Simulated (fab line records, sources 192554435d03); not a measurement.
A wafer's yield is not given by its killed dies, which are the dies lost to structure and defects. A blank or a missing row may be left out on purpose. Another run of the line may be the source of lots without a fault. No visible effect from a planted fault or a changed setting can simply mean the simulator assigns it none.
fab line records + flow n5Finfet
[record]
- lots = 3
- wafers = 9
- lastDay = 17
route steps=1938 shown PMOS_HMC_CHANNEL_EPI@72 FIN_SAQP@90 FIN_CUT@165 BEOL_M4@1111 PASSIVATION@1936
lots with no fault: from the same line, run without faults
startH: hours from the record's opening day to when the first of the lot's shown wafers began + waitH: hours from the lot's prior step to this one + " same as the row above + L1.1+2: one row covering several wafers at once + - no value present, or no start provided + * or withheld: withheld + < > ~ a bound
route shown NAME@n: a module of which the file shows steps, and the number in the route of the first + usual: average and standard deviation across the fault-free wafers + same: alike in all rows + chamber/n: place in a boat + sites: per-site readings + _std_site: standard deviation across them + _edge_site: the outer-site mean with the inner-site mean subtracted + radiusMm: how far each site lies from the wafer's centre + mask NAME#n: copy n + behind: tool/chamber where the wafer was last shaped + hold: why the lot was held/for how many hours/how that ended + device: whichever transistor did not switch (one of n, p or np) + end of line: at the end of the route, the tests of the same wafers + a step with no rows: only its recipe + killed: count of dies lost to structure and defects at first sort (not the wafer's yield) + map: dies across one wafer; x = killed, . = not, _ = none there
set.NAME: setting as actually run; set.NAME@STEP: the setting as run at that earlier step + model.NAME: the simulator's own value behind a step, which no gauge read
lots at some steps of the route; a table a step, a row a wafer
[[steps]]
[step N5_PMOS_HMC_CHANNEL_EPI_STRIP_17]
[recipe]
- chemistry = SPM
- timeS = 750
- tempC = 130
- h2so4H2o2VolRatio = 4
- dry = ipaMarangoni
[step N5_PMOS_HMC_CHANNEL_EPI_ETCH_38]
[recipe]
- chemistry = CF4
- target = SiO2
- targetDepthA = 15
- ionEnergyEv = 350
- pressureMtorr = 10
- icpW = 800
- biasW = 400
- cf4FlowSccm = 80
[step N5_PMOS_HMC_CHANNEL_EPI_FIN_RECESS_16]
[recipe]
- chemistry = HBr/Cl2
- target = Si
- maskMaterial = SiO2
- targetDepthA = 540
- timeS = 18
- pressureMtorr = 10
- icpW = 800
- biasW = 75
- HBr_flow_sccm = 150
- Cl2_flow_sccm = 80
[step N5_PMOS_HMC_CHANNEL_EPI_PRECLEAN_36]
[recipe]
- chemistry = O3/DIW
- timeS = 45
- tempC = 22
- o3Ppm = 10
[step N5_PMOS_HMC_CHANNEL_EPI_PRECLEAN_18]
[recipe]
- chemistry = DHF
- timeS = 30
- tempC = 25
- dilution = withheld
[step N5_PMOS_HMC_CHANNEL_EPI_SRD_19]
[recipe]
- dry = ipaMarangoni
- doPpb = 5
- timeS = 30
- tempC = 23
- rinseLiquid = diw
[step N5_PMOS_HMC_CHANNEL_EPI_EPI_20]
[recipe]
- material = SiGe30
- maskMaterial = SiO2
- pressureTorr = 20
- targetThkA = 590
- tempC = 600
[step N5_PMOS_HMC_CHANNEL_EPI_HM_STRIP_35]
[recipe]
- chemistry = dHF
- tempC = 25
- material = SiO2
- target = SiO2
- targetDepthA = 396
- timeS = 216
[step N5_PMOS_HMC_CHANNEL_EPI_SRD_39]
[recipe]
- dry = ipaMarangoni
- timeS = 30
- tempC = 23
- rinseLiquid = diw
[step N5_PMOS_HMC_CHANNEL_EPI_CMP_21]
[recipe]
- material = SiGe30
- postCmpClean = alkalineBrush
- targetThkNm = 54
[step N5_PMOS_HMC_CHANNEL_EPI_PRECLEAN_40]
[recipe]
- chemistry = DHF
- timeS = 30
- tempC = 25
- dilution = withheld
[step N5_PMOS_HMC_CHANNEL_EPI_PRECLEAN_37]
[recipe]
- chemistry = O3/DIW
- timeS = 45
- tempC = 22
- o3Ppm = 10
| lot.wafer  | tool        | chamber | startH | waitH |
|------------|-------------|---------|--------|-------|
| L345.1+3+5 | wetBench-04 | 6,5,1   | 50.54  | 0.0   |
| L356.2+3+6 | wetBench-04 | 0,5,3   | 115.80 | 0.0   |
| L360.2+3+4 | wetBench-02 | 2,4,5   | 140.15 | 0.0   |
[step N5_PMOS_HMC_CHANNEL_EPI_PRECLEAN_24]
[recipe]
- chemistry = DHF
- timeS = 30
- tempC = 25
- dilution = withheld
[step N5_PMOS_HMC_CHANNEL_EPI_SRD_25]
[recipe]
- dry = ipaMarangoni
- doPpb = 5
- timeS = 30
- tempC = 23
- rinseLiquid = diw
[step N5_PMOS_HMC_CHANNEL_EPI_EPI_26]
[recipe]
- material = Si
- targetThkA = 38
- tempC = 650
- precursor = SiH4/H2
- pressureTorr = 20
- timeS = 22.7
[step N5_PMOS_HMC_CHANNEL_EPI_INSPECT_30]
[recipe]
- inspectInstrument = darkfield
- mode = postEpi
[usual]
- rawDefectCount = 19/8.1
| lot.wafer | tool             | chamber | startH | waitH | rawDefectCount |
|-----------|------------------|---------|--------|-------|----------------|
| L345.1    | defectInspect-01 | -       | 50.98  | 0.0   | 10             |
| L345.3    | "                | -       | "      | "     | 377            |
| L345.5    | "                | -       | "      | "     | 17             |
| L356.2    | defectInspect-01 | -       | 116.25 | 0.0   | 13             |
| L356.3    | "                | -       | "      | "     | 13             |
| L356.6    | "                | -       | "      | "     | 26             |
| L360.2    | defectInspect-01 | -       | 140.59 | 0.0   | 33             |
| L360.3    | "                | -       | "      | "     | 25             |
| L360.4    | "                | -       | "      | "     | 19             |
[step N5_FIN_SAQP_PRECLEAN_42]
[recipe]
- chemistry = O3/DIW
- timeS = 60
- tempC = 22
- o3Ppm = 10
[step N5_FIN_SAQP_PRECLEAN_00]
[recipe]
- chemistry = SC1
- timeS = 60
- tempC = 55
- mix = 1:2:50
[step N5_FIN_SAQP_PRECLEAN_44]
[recipe]
- chemistry = SC2
- timeS = 45
- tempC = 35
- mix = 1:1:50
[step N5_FIN_SAQP_SRD_01]
[recipe]
- dry = ipaMarangoni
- timeS = 30
- tempC = 23
- rinseLiquid = diw
[step N5_FIN_SAQP_ALD_61]
[recipe]
- material = SiO2
- targetThkA = 40
- tempC = 300
- aldPrecursorFamily = BDEAS
- aldCoReactant = O2-plasma
- pulseTimeS = 1
- purgeTimeS = 2
- coReactantPurgeTimeS = 2
- aldCycles = 43
- pressureTorr = 2
[step N5_FIN_SAQP_DENSIFY_62]
[recipe]
- tempC = 700
- timeS = 60
- ambient = N2
- idleTempC = 600
- rampUpCPerS = 150
- rampDownCPerS = 60
- coolToC = 600
[step N5_FIN_SAQP_HM_DEP_03]
[recipe]
- material = SiNx
- targetThkA = 380
- tempC = 400
- precursor = SiH4/NH3/N2
- pressureTorr = 1.5
- rfW = 300
- timeS = 33.6
[step N5_FIN_SAQP_PECVD_47]
[recipe]
- material = a-Si
- targetThkA = 450
- tempC = 400
- precursor = SiH4/He
- pressureTorr = 3
- rfW = 100
- timeS = 36.3
[step N5_FIN_SAQP_PECVD_48]
[recipe]
- material = SiNx
- targetThkA = 250
- tempC = 400
- precursor = SiH4/NH3/N2
- pressureTorr = 1.5
- rfW = 300
- timeS = 22.1
[step N5_FIN_SAQP_PECVD_06]
[recipe]
- material = a-Si
- targetThkA = 600
- tempC = 400
- precursor = SiH4/He
- pressureTorr = 3
- rfW = 100
- timeS = 48.1
[step N5_FIN_SAQP_HM_DEP_72]
[recipe]
- material = SiO2
- targetThkA = 120
- tempC = 400
- precursor = SiH4/N2O
- pressureTorr = 0.75
- rfW = 275
- timeS = 7.2
[step N5_FIN_SAQP_COAT_49]
[recipe]
- resist = SOC
- tempC = 250
- timeS = 60
- spinRpm = 1500
- resistThkNm = 100
[step N5_FIN_SAQP_COAT_50]
[recipe]
- resist = SiARC
- tempC = 220
- timeS = 60
- spinRpm = 1500
- resistThkNm = 35
[step N5_FIN_SAQP_COAT_10]
[recipe]
- resist = CAR-ArF
- spinRpm = 1500
- resistThkNm = 90
[step N5_FIN_SAQP_EBR_12]
[recipe]
- solvent = PGMEA
- ebrWidthMm = 1.5
[step N5_FIN_SAQP_SOFTBAKE_11]
[recipe]
- tempC = 110
- timeS = 60
- resist = CAR-ArF
[step N5_FIN_SAQP_EXPOSE_13]
[recipe]
- maskId = FIN_CORE
- na = 1.35
- sourceShape = dipole
- sigmaInner = 0.538
- sigmaOuter = 0.738
- polarization = te
- targetCdNm = 35.6
- doseMj = 63.25
[step N5_FIN_SAQP_PEB_14]
[recipe]
- pebTempC = withheld
- pebTimeS = 60
- resist = CAR-ArF
[step N5_FIN_SAQP_DEVELOP_15]
[recipe]
- developTimeS = 30
- developer = TMAH
- resist = CAR-ArF
- devTempC = 23
- rinseLiquid = diw
- dry = airSpin
[step N5_FIN_SAQP_INSPECT_18]
[recipe]
- mode = adi
- inspectInstrument = brightfield
[usual]
- rawDefectCount = 450/150
| lot.wafer | tool             | chamber | startH | waitH | rawDefectCount |
|-----------|------------------|---------|--------|-------|----------------|
| L345.1    | defectInspect-02 | -       | 52.64  | 0.0   | 694            |
| L345.3    | "                | -       | "      | "     | 1282           |
| L345.5    | "                | -       | "      | "     | 1188           |
| L356.2    | defectInspect-01 | -       | 117.50 | 0.0   | 263            |
| L356.3    | "                | -       | "      | "     | 384            |
| L356.6    | "                | -       | "      | "     | 267            |
| L360.2    | defectInspect-02 | -       | 141.99 | 0.0   | 1014           |
| L360.3    | "                | -       | "      | "     | 503            |
| L360.4    | "                | -       | "      | "     | 550            |
[step N5_FIN_SAQP_INSPECT_40]
[recipe]
- inspectInstrument = brightfield
- mode = aei
[usual]
- rawDefectCount = 236/69
| lot.wafer | tool             | chamber | startH | waitH | rawDefectCount |
|-----------|------------------|---------|--------|-------|----------------|
| L345.1    | defectInspect-01 | -       | 59.79  | 0.0   | 229            |
| L345.3    | "                | -       | "      | "     | 679            |
| L345.5    | "                | -       | "      | "     | 176            |
| L356.2    | defectInspect-02 | -       | 122.24 | 0.0   | 245            |
| L356.3    | "                | -       | "      | "     | 213            |
| L356.6    | "                | -       | "      | "     | 268            |
| L360.2    | defectInspect-01 | -       | 146.35 | 0.0   | 136            |
| L360.3    | "                | -       | "      | "     | 150            |
| L360.4    | "                | -       | "      | "     | 178            |
[step N5_FIN_CUT_INSPECT_10]
[recipe]
- mode = adi
- inspectInstrument = brightfield
[usual]
- rawDefectCount = 42/10
| lot.wafer | tool             | chamber | startH | waitH | rawDefectCount |
|-----------|------------------|---------|--------|-------|----------------|
| L345.1    | defectInspect-02 | -       | 60.31  | 0.1   | 32             |
| L345.3    | "                | -       | "      | "     | 405            |
| L345.5    | "                | -       | "      | "     | 30             |
| L356.2    | defectInspect-01 | -       | 122.76 | 0.0   | 39             |
| L356.3    | "                | -       | "      | "     | 35             |
| L356.6    | "                | -       | "      | "     | 56             |
| L360.2    | defectInspect-02 | -       | 146.75 | 0.0   | 32             |
| L360.3    | "                | -       | "      | "     | 39             |
| L360.4    | "                | -       | "      | "     | 39             |
[step N5_FIN_CUT_INSPECT_17]
[recipe]
- inspectInstrument = brightfield
- mode = aei
[usual]
- rawDefectCount = 239/64
| lot.wafer | tool             | chamber | startH | waitH | rawDefectCount |
|-----------|------------------|---------|--------|-------|----------------|
| L345.1    | defectInspect-02 | -       | 62.52  | 0.0   | 236            |
| L345.3    | "                | -       | "      | "     | 733            |
| L345.5    | "                | -       | "      | "     | 188            |
| L356.2    | defectInspect-01 | -       | 123.72 | 0.0   | 214            |
| L356.3    | "                | -       | "      | "     | 180            |
| L356.6    | "                | -       | "      | "     | 230            |
| L360.2    | defectInspect-02 | -       | 147.70 | 0.0   | 157            |
| L360.3    | "                | -       | "      | "     | 184            |
| L360.4    | "                | -       | "      | "     | 196            |
[step N5_BEOL_M4_RC_MEAS_101]
[usual]
- DIBL_N = 36.3/1.2
- DIBL_P = 36.3/1.4
- IOFF_N = 0.157/0.02
- IOFF_P = 0.22/0.033
- ION_N = 675/9.6
- ION_P = 465/8.2
- SS_N = 71.4/0.45
- SS_P = 73.3/0.54
- VT_N = 249.8/2.5
- VT_P = -249/3.2
| lot.wafer | tool      | chamber | startH | waitH | DIBL_N[mV/V] | DIBL_P[mV/V] | IOFF_N[nA/um] | IOFF_P[nA/um] | ION_N[uA/um] | ION_P[uA/um] | SS_N[mV/dec] | SS_P[mV/dec] | VT_N[mV] | VT_P[mV] |
|-----------|-----------|---------|--------|-------|--------------|--------------|---------------|---------------|--------------|--------------|--------------|--------------|----------|----------|
| L345.1    | prober-02 | 0       | 231.35 | 0.0   | 36.4         | 36.1         | 0.146         | 0.20          | 672          | 464          | 71.4         | 73.2         | 250.4    | -252     |
| L345.3    | "         | 0       | "      | "     | 36.2         | 36.4         | 0.148         | 0.20          | 671          | 460          | 72.2         | 73.5         | 251.3    | -251     |
| L345.5    | "         | 0       | "      | "     | 35.3         | 35.2         | 0.132         | 0.19          | 666          | 464          | 71.2         | 72.3         | 252.5    | -252     |
| L356.2    | prober-02 | 0       | 274.16 | 0.2   | 36.7         | 36.3         | 0.167         | 0.20          | 687          | 466          | 71.1         | 73.6         | 250.2    | -249     |
| L356.3    | "         | 0       | "      | "     | 36.1         | 36.5         | 0.162         | 0.21          | 669          | 458          | 71.9         | 73.6         | 249.7    | -248     |
| L356.6    | "         | 0       | "      | "     | 35.6         | 35.0         | 0.143         | 0.19          | 670          | 458          | 71.8         | 73.0         | 249.7    | -251     |
| L360.2    | prober-02 | 0       | 309.13 | 0.2   | 37.2         | 37.4         | 0.182         | 0.25          | 679          | 463          | 71.3         | 73.4         | 245.6    | -245     |
| L360.3    | "         | 0       | "      | "     | 35.6         | 35.7         | 0.150         | 0.21          | 669          | 466          | 70.6         | 73.3         | 248.5    | -246     |
| L360.4    | "         | 0       | "      | "     | 37.5         | 37.6         | 0.181         | 0.25          | 678          | 466          | 71.4         | 73.6         | 247.2    | -247     |
[step N5_PASSIVATION_PROBE_49]
[usual]
- defectLimitedYield = 91.1/1.4
- killed_at_M0_to_M3 = 33/10
- killed_at_M4_up = 15/5.8
- killedAtContacts = 13/5.9
- killedAtFrontEnd = 39/11
- killedAtOther = 4/3.6
- killedDies = 105/16
- killedOpen = 68/11
- killedShort = 34/7.8
- sort_bin_5_function = 5.2/0.88
- sort_bin_6_memory = 3.3/0.61
- sortNPass = 1075/16
- sortYieldPct = 91.1/1.4
[same]
- grossDies = 1180
- killedAtBackSide = 0
- sort_bin_4_leakage[%] = 0
- sort_bin_8_speed[%] = 0
| lot.wafer | tool      | chamber | startH | waitH | defectLimitedYield[%] | killed_at_M0_to_M3 | killed_at_M4_up | killedAtContacts | killedAtFrontEnd | killedAtOther | killedDies | killedOpen | killedShort | sort_bin_5_function[%] | sort_bin_6_memory[%] | sortNPass | sortYieldPct[%] |
|-----------|-----------|---------|--------|-------|-----------------------|--------------------|-----------------|------------------|------------------|---------------|------------|------------|-------------|------------------------|----------------------|-----------|-----------------|
| L345.3    | prober-01 | -       | 340.75 | 0.1   | 82.6                  | 9                  | 7               | 15               | 172              | 2             | 205        | 65         | 25          | 11.1                   | 5.1                  | 975       | 82.6            |
// killed by level:class
L345.3 PMOS_HMC_CHANNEL_EPI:unspecified=113 STI_FIN_REVEAL:geometricParticle:open=16 FIN_SAQP:geometricParticle:open=12 MOL_CONTACT_COAG:geometricParticle:open=11 FIN_SAQP:geometricParticle:short=5 ILD0:geometricParticle:short=4 ILD0:geometricParticle:open=4 GATE_CUT:geometricParticle:short=4
// map L345.3 (x killed, . not)
_________________.x..x.......________________
______________..xx.....x........_____________
___________........................__________
__________................xx...xx..._________
________x..x..x..x..x................._______
_______x...x.........x.........xx.xxx..______
______............x........xx..x..xx.x.._____
_____....xx......x.............xxxxxx..x.____
____.......x.................xxxxxxxxx....___
___.......x...........x...xxxxxxxxxxxx.....__
___.....x...........x.....xxxxxxxxxxxxxxx..__
__........................xxxxxxxxxxxxx..x.._
__..............x........xxxxxxxxxxxxxxxx.x._
_.....x...........x......x....xxxxxxxxxx.....
_.x.......x.....x...x..x...xxxxxxxxxx........
_..............x.........x..x.x.xxxx.........
_.................x...x........xxx.x.........
_........x.x...x.........x.x..x........x....x
_.x...............................x.........x
_...x......x..............x............x.....
_.........................x.x...............x
__...............x.............x............_
__..........x..............x................_
___....x..........x...........x............__
___x..........x............................__
____................................x.....___
_____........x.x..x......................____
______.....xx.................x....x...._____
_______....xx.................xx.....x.______
________......x....x........x........._______
__________x........x...........x..x._________
___________.x......................__________
______________............xx...._____________
_________________....x.......________________
// map L356.2 (x killed, . not)
_________________xx..........________________
______________............x...x._____________
___________.....x..x...........x...__________
__________..x....x.......x.........._________
________...........x.................._______
_______..x...x.x........x...........x..______
______..............xx..............x..._____
_____.......x...x.....x..................____
____.......x........x...x...........x.....___
___...................x.x..........x....x..__
___..............x.x.....x.................__
__.....x.....................x.........xxx.._
__.x........x..xx...................x......._
_.......x....x.......x....xx...x...x........x
_...x..x.....................x....x..........
_....x....x.x........x..................x....
_.x..................x.....x............x..x.
_...x......................................x.
_.....x......xx..........x.................x.
_........x......x...x........x............x..
_.x.....x............x........xx....xx.......
__.....x...x....xx....x..x............x....._
__............x......x...............x......_
___......x.........x.....x................x__
___...........x..x...xx....x......xxx...x..__
____.................x.........x.....xx...___
_____.......x............................____
______.......x.......x.....x.x..x...x..._____
_______..............x..............x..______
________..............x.............x._______
__________...x..x..x.x..x..x..x....x_________
___________.......x..............x.__________
______________...............x.._____________
_________________..x.....x...________________
[[key]]
[firstSign]
- step = N5_PMOS_HMC_CHANNEL_EPI_INSPECT_30
- reading = rawDefectCount
- direction = up
- sigmas = 44
- usual = 19
- struck = 377
[effect]
- step = N5_FIN_SAQP_INSPECT_18
- reading = rawDefectCount
- direction = up
- sigmas = 5.4
- usual = 450
- struck = 1282
[effect]
- step = N5_FIN_SAQP_INSPECT_40
- reading = rawDefectCount
- direction = up
- sigmas = 6.4
- usual = 236
- struck = 679
[effect]
- step = N5_FIN_CUT_INSPECT_10
- reading = rawDefectCount
- direction = up
- sigmas = 36
- usual = 42
- struck = 405
[effect]
- step = N5_FIN_CUT_INSPECT_17
- reading = rawDefectCount
- direction = up
- sigmas = 7.7
- usual = 239
- struck = 733
[effect]
- step = N5_PASSIVATION_PROBE_49
- reading = killedAtFrontEnd
- direction = up
- sigmas = 12
- usual = 39
- struck = 172
[moreKillsBornAt]
- N5_PMOS_HMC_CHANNEL_EPI_PRECLEAN_37@wetBench-04 = 113
metAt N5_PMOS_HMC_CHANNEL_EPI_PRECLEAN_37
struckWafers L345.3
[fault]
- kind = chamberParticleSource
- tool = wetBench-04
- chamber = 5
- onsetH = 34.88
- steps = N5_PMOS_HMC_CHANNEL_EPI_PRECLEAN_37
- ratePerVisitCm2 = 0.51223
- endH = 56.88
